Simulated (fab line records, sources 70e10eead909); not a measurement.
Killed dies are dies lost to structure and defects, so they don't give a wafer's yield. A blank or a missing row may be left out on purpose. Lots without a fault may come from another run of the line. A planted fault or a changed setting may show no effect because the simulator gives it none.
Which tool did it? | flow nand_harc | 11 lots, 33 wafers sampled, at 5 steps of a route of 1302

WHAT THE GAUGES READ, wafer by wafer
NHARC_END_SORT_01.
lot  | measured     | on        | killed_at_array
L440 | day 29 02:22 | prober-01 | 673 674 675
L441 | day 30 03:11 | prober-01 | 674 673 672
L444 | day 31 05:57 | prober-01 | 52

WHICH TOOL RAN EACH LOT (tool, then ch and the chambers of the sampled wafers, then the start)
lot  | NHARC_A_STAIRCASE_TRIM_14                     | NHARC_A_STAIRCASE_TRIM_16                     | NHARC_A_STAIRCASE_TRIM_22          | NHARC_A_STAIRCASE_ETCH_23
L429 | rie_diel-05 ch 0,3, day 15 18:23 or earlier   | rie_diel-05 ch 0,2,3, day 15 18:23 or earlier | rie_diel-04 ch 1,2, day 15 18:23   | rie_diel-04 ch 2,3, no start
L430 | rie_diel-05 ch 0,2,3, day 16 02:39 or earlier | rie_diel-05 ch 0,2,3, day 16 02:39 or earlier | rie_diel-05 ch 1,2,3, day 16 02:39 | rie_diel-05 ch 0,2,3, no start
L440 | rie_diel-04 ch 0,1,3, day 20 14:01 or earlier | rie_diel-04 ch 0,1,2, day 20 14:01 or earlier | rie_diel-11 ch 0,3, day 20 14:01   | rie_diel-11 ch 0,1,2, day 29 02:22 or earlier
L441 | rie_diel-11 ch 0,1,2, day 21 03:29 or earlier | rie_diel-11 ch 0,2,3, day 21 03:29 or earlier | rie_diel-04 ch 0,2,3, day 21 03:29 | rie_diel-04 ch 0,1,3, day 30 03:11 or earlier
L443 | rie_diel-05 ch 0,1,2, day 21 13:02 or earlier | rie_diel-05 ch 1,2,3, day 21 13:02 or earlier | rie_diel-11 ch 0,1,2, day 21 13:02 | rie_diel-11 ch 1,2, no start
L444 | rie_diel-05 ch 1,2,3, day 22 13:35 or earlier | rie_diel-05 ch 0,2, day 22 13:35 or earlier   | rie_diel-04 ch 0,2, day 22 13:35   | rie_diel-04 ch 0,2,3, day 31 05:57 or earlier
L445 | rie_diel-04 ch 1,2, day 22 09:47 or earlier   | rie_diel-04 ch 2,3, day 22 09:47 or earlier   | rie_diel-11 ch 0,2,3, day 22 09:47 | rie_diel-11 ch 0,1,3, no start
L446 | rie_diel-11 ch 0,1,3, day 22 10:10 or earlier | rie_diel-11 ch 0,1,3, day 22 10:10 or earlier | rie_diel-04 ch 0,1,3, day 22 10:10 | rie_diel-04 ch 0,2,3, no start
L448 | rie_diel-04 ch 1,2,3, day 23 17:02 or earlier | rie_diel-04 ch 2,3, day 23 17:02 or earlier   | rie_diel-11 ch 0,2,3, day 23 17:02 | rie_diel-11 ch 0,2,3, no start
L449 | rie_diel-05 ch 1,2,3, day 23 21:22 or earlier | rie_diel-05 ch 0,1,2, day 23 21:22 or earlier | rie_diel-11 ch 0,1,3, day 23 21:22 | rie_diel-11 ch 0,1,3, no start
L452 | rie_diel-04 ch 1,3, day 25 13:50 or earlier   | rie_diel-04 ch 0,1,3, day 25 13:50 or earlier | rie_diel-04 ch 1,2, day 25 13:50   | rie_diel-04 ch 0,3, no start
- NHARC_A_STAIRCASE_TRIM_14: chemistry O2, time 211.2 s.
- NHARC_A_STAIRCASE_TRIM_16: chemistry O2, time 211.2 s.
- NHARC_A_STAIRCASE_TRIM_22: chemistry O2, time 211.2 s.
- NHARC_A_STAIRCASE_ETCH_23: etches the open film in C4F8/O2, target depth 100 nm, time 40.5 s.

THE ANSWER, worked out from the rows above alone
Rule: what is usual is taken from the lots themselves. Put in order of their means at a reading, lots are off if they are a third of the lots or fewer, leave a main group of 4 or more, and stand apart from it by a gap of 3 or more times the standard deviation of the main group's means; of several such gaps the widest counts. A main group whose means are all the same, to the digits that the tables above print for the reading, isn't used. A lot without any number at a reading at which 4 lots or more have one is off too. The other lots that the step has rows for count as sound.
No lot is off at any reading shown: from this, nothing can be told.

WHAT THE SIMULATOR HAD PUT IN
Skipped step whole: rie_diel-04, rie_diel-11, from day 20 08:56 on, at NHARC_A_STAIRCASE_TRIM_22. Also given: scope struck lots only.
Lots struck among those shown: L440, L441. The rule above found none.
